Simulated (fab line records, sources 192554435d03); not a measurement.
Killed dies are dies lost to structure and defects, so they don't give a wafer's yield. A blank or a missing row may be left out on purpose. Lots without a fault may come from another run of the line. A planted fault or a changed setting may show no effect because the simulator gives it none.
fab line records | flow n5_finfet | part 1 of 2: steps 1 to 23 of 29
record lots=5 wafers=15 last_day=17
route steps=1938 shown BEOL_M2@853
lots that met no fault: from a run of the same line without faults
start_h: hours from the record's first day to the start of the lot's first wafer shown | wait_h: hours since the lot's step before | " the same as in the row above | L1.1+2: a row that stands for several wafers | - no value, or no start given | * or withheld: withheld | < > ~ a bound
route shown NAME@n: a module of which the file shows steps, and the number in the route of the first | usual: mean/standard deviation of fault-free wafers | same: alike in all rows | chamber/n: place in a boat | sites: the reading at each site | _std_site: their standard deviation | _edge_site: outer sites' mean less inner sites' | radius_mm: how far each site lies from the wafer's centre | mask NAME#n: copy n | behind: the tool/chamber that last shaped the wafer | hold: why the lot was held/for how many hours/how that ended | device: the transistor (n, p or np) that didn't switch | end of line: the same wafers' tests at the end of the route | a step without rows: its recipe alone | killed: dies lost to structure and defects at the first sort, not the wafer's yield | map: a wafer's dies, x killed, . not, _ none there
set.NAME: the setting as run; set.NAME@STEP: as run at that earlier step | model.NAME: the simulator's own value behind a step, which no gauge read
lots at some steps of the route; a table a step, a row a wafer
services: from which hour (start_h, from the record's first day; less than 0 if before it) a tool's chamber was out of use, for how many hours, and why
## steps
# step N5_BEOL_M2_DEVELOP_10
# recipe develop_time_s=30 developer=TMAH resist=CAR-EUV rinse_liquid=surfactant_rinse dry=air_spin dev_temp_c=23
# columns lot.wafer tool chamber start_h wait_h
L077.2+3+6 litho_track-05 0 - -
L085.1+5+6 litho_track-05 0 - -
L087.2+3+4 litho_track-05 0 - -
L092.1+3+6 litho_track-05 0 - -
L095.2+3+5 litho_track-04 0 - -
# step N5_BEOL_M2_CD_MEAS_11
# recipe target_cd_nm=16.79 landing_energy_ev=500 detector=se_inlens polarity=opening
# usual cd_nm=16.68/0.26
# columns lot.wafer tool chamber start_h wait_h cd_nm
L077.2 cd_sem-01 0 146.31 - 16.46
L077.3 " 0 " " 16.54
L077.6 " 0 " " 16.49
L085.1 cd_sem-03 0 206.36 - 16.44
L085.5 " 0 " " 16.76
L085.6 " 0 " " 16.43
L087.2 cd_sem-01 0 218.71 - 16.90
L087.3 " 0 " " 16.71
L087.4 " 0 " " 16.84
L092.1 cd_sem-01 0 242.21 - 16.79
L092.3 " 0 " " 16.78
L092.6 " 0 " " 16.80
L095.2 cd_sem-01 0 254.94 - 16.65
L095.3 " 0 " " 16.74
L095.5 " 0 " " 16.53
# step N5_BEOL_M2_OVL_MEAS_12
# recipe points_per_wafer=522
# usual M2_OVL=0.2/0.56
# same points_per_wafer=522
# columns lot.wafer tool chamber start_h wait_h M2_OVL[nm]
L077.2 overlay-02 0 146.34 0.0 0.8
L077.3 " 0 " " 1.2
L077.6 " 0 " " 1.0
L085.1 overlay-02 0 206.39 0.0 0.2
L085.5 " 0 " " 0.4
L085.6 " 0 " " 0.4
L087.2 overlay-02 0 218.74 0.0 0.6
L087.3 " 0 " " 0.5
L087.4 " 0 " " 0.8
L092.1 overlay-02 0 242.25 0.0 0.7
L092.3 " 0 " " 0.4
L092.6 " 0 " " 0.0
L095.2 overlay-01 0 254.98 0.0 -1.1
L095.3 " 0 " " -0.7
L095.5 " 0 " " -0.1
# step N5_BEOL_M2_INSPECT_13
# recipe mode=adi inspect_instrument=brightfield
# usual raw_defect_count=481/130
# columns lot.wafer tool chamber start_h wait_h raw_defect_count
L077.2 defect_inspect-02 - 146.39 0.0 387
L077.3 " - " " 515
L077.6 " - " " 499
L085.1 defect_inspect-02 - 206.45 0.1 582
L085.5 " - " " 670
L085.6 " - " " 570
L087.2 defect_inspect-02 - 218.80 0.0 629
L087.3 " - " " 687
L087.4 " - " " 443
L092.1 defect_inspect-02 - 242.30 0.1 483
L092.3 " - " " 436
L092.6 " - " " 612
L095.2 defect_inspect-01 - 255.03 0.0 428
L095.3 " - " " 358
L095.5 " - " " 357
# step N5_BEOL_M2_DESCUM_16
# recipe chemistry=O2 time_s=7 source_power_w=50 bias_power_w=20 pressure_mtorr=20 rf_frequency_hz=2.712e+07 temp_c=40 resist=CAR-EUV o2_flow_sccm=225
# usual drypump_motor_current_A=5.9/0.47 o2_flow_sccm=225.0/0.64 oes_product_au=0.77/0.068 rf_vpp_V=243.4/1.1 showerhead_plenum_p_Torr=2.10/0.056 throttle_valve_pct=20.51/0.23
# columns lot.wafer tool chamber start_h wait_h drypump_motor_current_A o2_flow_sccm oes_product_au rf_hours_counter_h rf_vpp_V showerhead_plenum_p_Torr throttle_valve_pct
L077.2 rie_diel-02 1 146.95 0.6 5.8 225.5 0.78 146 244.0 2.09 20.58
L077.3 " 3 " " 5.2 225.3 0.72 183 243.4 2.10 20.35
L077.6 " 3 " " 5.2 225.2 0.72 - 241.5 2.09 20.32
L085.1 rie_diel-01 0 206.59 0.1 5.9 224.3 0.74 182 242.2 1.98 20.21
L085.5 " 2 " " 5.6 225.4 0.76 - 241.8 2.02 20.60
L085.6 " 1 " " 6.2 224.3 0.84 - 243.4 2.13 20.72
L087.2 rie_diel-02 0 219.32 0.5 6.1 224.8 0.88 35 243.6 2.14 20.37
L087.3 " 1 " " 5.8 225.4 0.76 165 243.4 2.09 20.61
L087.4 " 2 " " 6.6 224.1 0.74 186 246.7 2.18 20.86
L092.1 rie_diel-04 3 242.34 0.0 5.6 225.9 0.95 12 244.5 2.15 20.58
L092.3 " 1 " " 5.5 225.1 0.79 113 243.8 2.09 20.57
L092.6 " 2 " " 6.0 226.1 0.77 - 243.4 2.09 20.08
L095.2 rie_diel-01 2 255.06 0.0 5.6 223.5 0.74 140 242.5 2.01 20.63
L095.3 " 1 " " 6.2 225.0 0.81 105 243.3 2.12 20.75
L095.5 " 0 " " 5.9 225.1 0.72 - 240.8 1.98 20.21
# step N5_BEOL_M2_ETCH_74
# recipe chemistry=N2/H2 target=underlayer target_depth_a=65 mask_material=CAR-EUV time_s=5.2 ion_energy_ev=200 pressure_mtorr=30 source_w=840 bias_w=150 n2_flow_sccm=200 h2_flow_sccm=200 ends=cleared
# usual drypump_motor_current_A=5.9/0.47 etch_rf_on_time_s=5.25/0.12 oes_product_au=0.66/0.059 rf_vpp_V=523.8/2.1 showerhead_plenum_p_Torr=2.54/0.061 throttle_valve_pct=17.89/0.21
# columns lot.wafer tool chamber start_h wait_h drypump_motor_current_A etch_rf_on_time_s oes_product_au rf_hours_counter_h rf_vpp_V showerhead_plenum_p_Torr throttle_valve_pct
L077.2 rie_diel-02 1 146.98 0.0 5.8 5.13 0.67 146 523.3 2.52 17.81
L077.3 " 3 " " 5.2 5.29 0.61 183 524.0 2.52 17.63
L077.6 " 3 " " 5.2 5.30 0.60 - 523.7 2.52 17.64
L085.1 rie_diel-01 0 206.62 0.0 5.9 5.42 0.61 182 521.1 2.43 17.87
L085.5 " 2 " " 5.6 5.45 0.64 - 520.0 2.46 18.09
L085.6 " 1 " " 6.2 5.16 0.71 - 525.5 2.58 18.08
L087.2 rie_diel-02 0 219.35 0.0 6.2 5.30 0.75 35 526.9 2.59 17.68
L087.3 " 1 " " 5.8 5.08 0.65 165 523.4 2.52 17.82
L087.4 " 2 " " 6.6 5.11 0.62 186 525.9 2.63 18.21
L092.1 rie_diel-04 3 242.37 0.0 5.6 5.15 0.82 12 524.2 2.58 17.63
L092.3 " 1 " " 5.6 5.12 0.68 113 524.3 2.56 18.07
L092.6 " 2 " " 6.0 5.27 0.66 - 525.7 2.55 17.62
L095.2 rie_diel-01 2 255.10 0.0 5.6 5.41 0.63 140 520.5 2.45 18.12
L095.3 " 1 " " 6.2 5.15 0.70 105 525.7 2.57 18.10
L095.5 " 0 " " 5.9 5.38 0.60 - 518.4 2.42 17.91
# step N5_BEOL_M2_ETCH_63
# recipe chemistry=CF4 target=SiARC target_depth_a=156 mask_material=CAR-EUV time_s=26 ion_energy_ev=80 pressure_mtorr=40 source_w=545 bias_w=36 Ar_flow_sccm=100 cf4_flow_sccm=100 ends=cleared
# usual drypump_motor_current_A=5.9/0.47 etch_rf_on_time_s=26.2/0.53 oes_product_au=0.66/0.059 rf_vpp_V=184.0/1 showerhead_plenum_p_Torr=2.15/0.056 throttle_valve_pct=15.70/0.19
# columns lot.wafer tool chamber start_h wait_h drypump_motor_current_A etch_rf_on_time_s oes_product_au rf_hours_counter_h rf_vpp_V showerhead_plenum_p_Torr throttle_valve_pct
L077.2 rie_diel-02 1 147.00 0.0 5.8 26.0 0.66 146 184.9 2.14 15.74
L077.3 " 3 " " 5.2 26.6 0.61 183 184.0 2.15 15.61
L077.6 " 3 " " 5.2 26.4 0.61 - 184.4 2.15 15.61
L085.1 rie_diel-01 0 206.64 0.0 5.9 26.8 0.61 182 182.9 2.04 15.48
L085.5 " 2 " " 5.6 26.8 0.65 - 183.2 2.05 15.63
L085.6 " 1 " " 6.2 25.7 0.71 - 183.9 2.17 15.76
L087.2 rie_diel-02 0 219.37 0.0 6.2 26.6 0.74 35 185.7 2.19 15.56
L087.3 " 1 " " 5.8 25.5 0.66 165 184.4 2.13 15.77
L087.4 " 2 " " 6.6 25.6 0.63 186 185.5 2.23 16.04
L092.1 rie_diel-04 3 242.39 0.0 5.6 25.4 0.83 12 184.6 2.20 15.70
L092.3 " 1 " " 5.5 25.2 0.68 113 183.4 2.15 15.74
L092.6 " 2 " " 6.0 26.2 0.65 - 182.9 2.15 15.36
L095.2 rie_diel-01 2 255.12 0.0 5.6 26.9 0.63 140 181.5 2.05 15.67
L095.3 " 1 " " 6.2 25.8 0.70 105 184.8 2.16 15.80
L095.5 " 0 " " 5.9 27.0 0.60 - 183.8 2.03 15.53
# step N5_BEOL_M2_ETCH_64
# recipe chemistry=N2/H2 target=SOC target_depth_a=750 overetch_a=225 mask_material=SiARC temp_c=40 time_s=121.9 ion_energy_ev=200 pressure_mtorr=30 source_w=840 bias_w=150 n2_flow_sccm=200 h2_flow_sccm=200
# usual drypump_motor_current_A=5.9/0.47 oes_product_au=0.59/0.051 rf_vpp_V=524.0/2 showerhead_plenum_p_Torr=2.54/0.061 throttle_valve_pct=17.85/0.21
# columns lot.wafer tool chamber start_h wait_h drypump_motor_current_A oes_product_au rf_hours_counter_h rf_vpp_V showerhead_plenum_p_Torr throttle_valve_pct
L077.2 rie_diel-02 1 147.03 0.0 5.8 0.59 146 524.9 2.52 17.75
L077.3 " 3 " " 5.2 0.55 183 524.2 2.52 17.61
L077.6 " 3 " " 5.2 0.55 - 524.1 2.52 17.59
L085.1 rie_diel-01 0 206.67 0.0 5.9 0.56 182 520.2 2.43 17.85
L085.5 " 2 " " 5.6 0.59 - 520.5 2.46 18.05
L085.6 " 1 " " 6.1 0.63 - 524.9 2.58 18.04
L087.2 rie_diel-02 0 219.40 0.0 6.2 0.66 35 524.7 2.59 17.62
L087.3 " 1 " " 5.9 0.57 165 523.6 2.52 17.78
L087.4 " 2 " " 6.7 0.56 186 525.8 2.63 18.19
L092.1 rie_diel-04 3 242.42 0.0 5.6 0.72 12 526.4 2.59 17.65
L092.3 " 1 " " 5.6 0.59 113 523.5 2.56 18.03
L092.6 " 2 " " 6.0 0.58 - 525.1 2.55 17.60
L095.2 rie_diel-01 2 255.14 0.0 5.6 0.57 140 521.1 2.45 18.08
L095.3 " 1 " " 6.2 0.62 105 525.5 2.57 18.06
L095.5 " 0 " " 5.9 0.55 - 521.2 2.42 17.85
# step N5_BEOL_M2_STRIP_65
# recipe chemistry=N2/H2 temp_c=40 n2_flow_sccm=200 h2_flow_sccm=200 rf_frequency_hz=6e+07
# columns lot.wafer tool chamber start_h wait_h
L077.2+3+6 rie_diel-02 1,3,3 147.14 0.1
L085.1+5+6 rie_diel-01 0,2,1 206.78 0.1
L087.2+3+4 rie_diel-02 0,1,2 219.51 0.1
L092.1+3+6 rie_diel-04 3,1,2 242.53 0.1
L095.2+3+5 rie_diel-01 2,1,0 255.26 0.1
# step N5_BEOL_M2_STRIP_75
# recipe chemistry=N2/H2 temp_c=40 n2_flow_sccm=200 h2_flow_sccm=200 rf_frequency_hz=6e+07
# columns lot.wafer tool chamber start_h wait_h
L077.2+3+6 rie_diel-02 1,3,3 147.15 0.0
L085.1+5+6 rie_diel-01 0,2,1 206.79 0.0
L087.2+3+4 rie_diel-02 0,1,2 219.52 0.0
L092.1+3+6 rie_diel-04 3,1,2 242.54 0.0
L095.2+3+5 rie_diel-01 2,1,0 255.27 0.0
# step N5_BEOL_M2_STRIP_66
# recipe chemistry=CF4 resist=SiARC power_w=300 bias_power_w=75 pressure_mtorr=50 cf4_flow_sccm=150 rf_frequency_hz=6e+07
# usual drypump_motor_current_A=5.9/0.46 oes_product_au=0.76/0.067 rf_vpp_V=271.3/1.3 showerhead_plenum_p_Torr=1.80/0.045 throttle_valve_pct=13.65/0.18
# columns lot.wafer tool chamber start_h wait_h drypump_motor_current_A oes_product_au rf_hours_counter_h rf_vpp_V showerhead_plenum_p_Torr throttle_valve_pct
L077.2 rie_diel-02 1 147.16 0.0 5.9 0.77 146 271.7 1.78 13.67
L077.3 " 3 " " 5.2 0.71 183 270.9 1.80 13.57
L077.6 " 3 " " 5.2 0.71 - 271.4 1.80 13.58
L085.1 rie_diel-01 0 206.80 0.0 5.9 0.72 182 270.1 1.71 13.48
L085.5 " 2 " " 5.6 0.76 - 269.4 1.72 13.61
L085.6 " 1 " " 6.2 0.82 - 272.0 1.82 13.71
L087.2 rie_diel-02 0 219.53 0.0 6.2 0.87 35 271.4 1.83 13.46
L087.3 " 1 " " 5.8 0.75 165 271.0 1.78 13.71
L087.4 " 2 " " 6.6 0.73 186 273.0 1.85 13.96
L092.1 rie_diel-04 3 242.55 0.0 5.6 0.95 12 272.2 1.85 13.61
L092.3 " 1 " " 5.5 0.77 113 271.8 1.79 13.65
L092.6 " 2 " " 6.0 0.76 - 272.0 1.79 13.36
L095.2 rie_diel-01 2 255.28 0.0 5.6 0.74 140 269.3 1.72 13.67
L095.3 " 1 " " 6.1 0.80 105 271.2 1.82 13.75
L095.5 " 0 " " 5.9 0.72 - 269.0 1.70 13.53
# step N5_BEOL_M2_HM_OPEN_17
# recipe chemistry=Cl2/BCl3 target_depth_a=200 overetch_a=60 target=TiN mask_material=SOC ion_energy_ev=150 pressure_mtorr=10 icp_w=1000 bias_w=126 Cl2_flow_sccm=53.25 bcl3_flow_sccm=21.75 Ar_flow_sccm=25
# usual drypump_motor_current_A=5.6/0.56 oes_product_au=0.60/0.056 throttle_valve_pct=22.04/0.29
# columns lot.wafer tool chamber start_h wait_h drypump_motor_current_A oes_product_au rf_hours_counter_h throttle_valve_pct
L077.2 rie_metal-01 1 147.23 0.1 5.7 0.65 - 21.70
L077.3 " 1 " " 5.7 0.65 - 21.68
L077.6 " 1 " " 5.7 0.64 - 21.69
L085.1 rie_metal-03 0 206.84 0.0 5.8 0.52 119 22.37
L085.5 " 1 " " 5.0 0.69 - 22.05
L085.6 " 0 " " 5.8 0.52 - 22.38
L087.2 rie_metal-01 1 219.58 0.0 5.7 0.63 51 21.72
L087.3 " 1 " " 5.7 0.63 - 21.69
L087.4 " 0 " " 5.7 0.59 - 22.73
L092.1 rie_metal-02 0 242.59 0.0 5.2 0.58 90 21.90
L092.3 " 1 " " 6.5 0.57 - 21.83
L092.6 " 1 " " 6.5 0.57 - 21.83
L095.2 rie_metal-02 0 255.32 0.0 5.2 0.57 90 21.90
L095.3 " 0 " " 5.1 0.58 - 21.91
L095.5 " 1 " " 6.5 0.57 - 21.85
# step N5_BEOL_M2_STRIP_19
# recipe chemistry=O2 power_w=400 temp_c=40 pressure_mtorr=30 rf_frequency_hz=6e+07 bias_power_w=0 overash_fraction=0.2 o2_flow_sccm=225
# usual drypump_motor_current_A=5.8/0.42 o2_flow_sccm=225.1/0.72 oes_product_au=0.78/0.078 rf_vpp_V=3.7/0.49 showerhead_plenum_p_Torr=2.10/0.053 throttle_valve_pct=16.72/0.2
# columns lot.wafer tool chamber start_h wait_h drypump_motor_current_A o2_flow_sccm oes_product_au rf_hours_counter_h rf_vpp_V showerhead_plenum_p_Torr throttle_valve_pct
L077.2 rie_diel-04 0 147.56 0.3 5.3 225.0 0.71 194 3.3 2.07 16.62
L077.3 " 3 " " 5.6 226.7 0.69 242 3.3 2.16 17.12
L077.6 " 1 " " 5.6 225.9 0.83 - 3.6 2.11 16.70
L085.1 rie_diel-04 1 206.96 0.1 5.6 225.5 0.80 99 3.9 2.10 16.77
L085.5 " 3 " " 5.6 224.2 1.02 - 3.6 2.16 16.71
L085.6 " 2 " " 5.9 224.9 0.78 - 3.4 2.10 16.34
L087.2 rie_diel-02 0 219.69 0.1 6.2 225.2 0.87 35 3.2 2.14 16.60
L087.3 " 3 " " 5.2 225.2 0.70 207 4.8 2.09 16.63
L087.4 " 2 " " 6.6 225.0 0.73 186 3.4 2.18 17.10
L092.1 rie_diel-04 0 242.74 0.1 5.3 224.4 0.69 226 3.3 2.06 16.68
L092.3 " 2 " " 5.9 224.9 0.77 124 3.6 2.09 16.38
L092.6 " 1 " " 5.6 225.4 0.79 - 2.6 2.10 16.78
L095.2 rie_diel-04 2 255.45 0.1 5.9 224.3 0.76 130 3.9 2.09 16.39
L095.3 " 3 " " 5.6 225.2 0.94 17 4.1 2.15 16.74
L095.5 " 3 " " 5.6 225.5 0.95 - 3.6 2.15 16.75
# step N5_BEOL_M2_CD_MEAS_18
# recipe pitch_nm=36 target_cd_nm=18
# usual cd_nm=17.93/0.29
# columns lot.wafer tool chamber start_h wait_h cd_nm
L077.2 cd_sem-02 - 147.63 0.1 17.58
L077.3 " - " " 17.65
L077.6 " - " " 17.71
L085.1 cd_sem-03 - 207.03 0.0 18.10
L085.5 " - " " 18.18
L085.6 " - " " 17.92
L087.2 cd_sem-02 - 219.76 0.1 17.90
L087.3 " - " " 17.92
L087.4 " - " " 17.89
L092.1 cd_sem-01 - 242.81 0.0 17.99
L092.3 " - " " 18.61
L092.6 " - " " 18.06
L095.2 cd_sem-03 - 255.52 0.1 18.27
L095.3 " - " " 17.44
L095.5 " - " " 17.61
# step N5_BEOL_M2_COAT_67
# recipe resist=SOC temp_c=250 time_s=60 spin_rpm=1500 resist_thk_nm=60
# columns lot.wafer tool chamber start_h wait_h
L077.2+3+6 litho_track-04 0 147.66 0.0
L085.1+5+6 litho_track-04 0 207.06 0.0
L087.2+3+4 litho_track-03 0 219.80 0.0
L092.1+3+6 litho_track-04 0 242.84 0.0
L095.2+3+5 litho_track-04 0 255.56 0.0
# step N5_BEOL_M2_COAT_68
# recipe resist=SiARC temp_c=220 time_s=60 spin_rpm=1500 resist_thk_nm=12
# columns lot.wafer tool chamber start_h wait_h
L077.2+3+6 litho_track-04 0 - -
L085.1+5+6 litho_track-04 0 - -
L087.2+3+4 litho_track-03 0 - -
L092.1+3+6 litho_track-04 0 - -
L095.2+3+5 litho_track-04 0 - -
# step N5_BEOL_M2_COAT_76
# recipe resist=underlayer temp_c=205 time_s=60 spin_rpm=1500 resist_thk_nm=5
# columns lot.wafer tool chamber start_h wait_h
L077.2+3+6 litho_track-04 0 - -
L085.1+5+6 litho_track-04 0 - -
L087.2+3+4 litho_track-03 0 - -
L092.1+3+6 litho_track-04 0 - -
L095.2+3+5 litho_track-04 0 - -
# step N5_BEOL_M2_COAT_22
# recipe resist=CAR-EUV spin_rpm=1500 resist_thk_nm=30
# columns lot.wafer tool chamber start_h wait_h
L077.2+3+6 litho_track-04 0 - -
L085.1+5+6 litho_track-04 0 - -
L087.2+3+4 litho_track-03 0 - -
L092.1+3+6 litho_track-04 0 - -
L095.2+3+5 litho_track-04 0 - -
# step N5_BEOL_M2_EBR_24
# recipe solvent=PGMEA ebr_width_mm=1.5
# columns lot.wafer tool chamber start_h wait_h
L077.2+3+6 litho_track-04 0 - -
L085.1+5+6 litho_track-04 0 - -
L087.2+3+4 litho_track-03 0 - -
L092.1+3+6 litho_track-04 0 - -
L095.2+3+5 litho_track-04 0 - -
# step N5_BEOL_M2_SOFTBAKE_23
# recipe temp_c=110 time_s=60 resist=CAR-EUV
# columns lot.wafer tool chamber start_h wait_h
L077.2+3+6 litho_track-04 0 - -
L085.1+5+6 litho_track-04 0 - -
L087.2+3+4 litho_track-03 0 - -
L092.1+3+6 litho_track-04 0 - -
L095.2+3+5 litho_track-04 0 - -
# step N5_BEOL_M2_EXPOSE_25
# recipe mask_id=V1 na=0.33 source_shape=quasar sigma_inner=0.2 sigma_outer=0.8 polarization=unpolarized defocus_nm=5 dose_mj=63
# same na=0.33
# columns lot.wafer tool chamber start_h wait_h mask
L077.2+3+6 euv_scanner-02 0 147.81 - V1#0
L085.1+5+6 euv_scanner-01 0 207.20 - V1#0
L087.2+3+4 euv_scanner-01 0 219.94 - V1#0
L092.1+3+6 euv_scanner-02 0 243.10 - V1#0
L095.2+3+5 euv_scanner-01 0 255.78 - V1#0
# step N5_BEOL_M2_PEB_26
# recipe peb_temp_c=100 peb_time_s=60 resist=CAR-EUV
# same peb_time_s=60
# columns lot.wafer tool chamber start_h wait_h
L077.2+3+6 litho_track-04 0 147.88 0.1
L085.1+5+6 litho_track-04 0 207.28 0.1
L087.2+3+4 litho_track-04 0 220.01 0.1
L092.1+3+6 litho_track-04 0 243.18 0.1
L095.2+3+5 litho_track-05 0 255.85 0.1
# step N5_BEOL_M2_DEVELOP_27
# recipe develop_time_s=30 developer=TMAH resist=CAR-EUV rinse_liquid=surfactant_rinse dry=air_spin dev_temp_c=23
# columns lot.wafer tool chamber start_h wait_h
L077.2+3+6 litho_track-04 0 - -
L085.1+5+6 litho_track-04 0 - -
L087.2+3+4 litho_track-04 0 - -
L092.1+3+6 litho_track-04 0 - -
L095.2+3+5 litho_track-05 0 - -
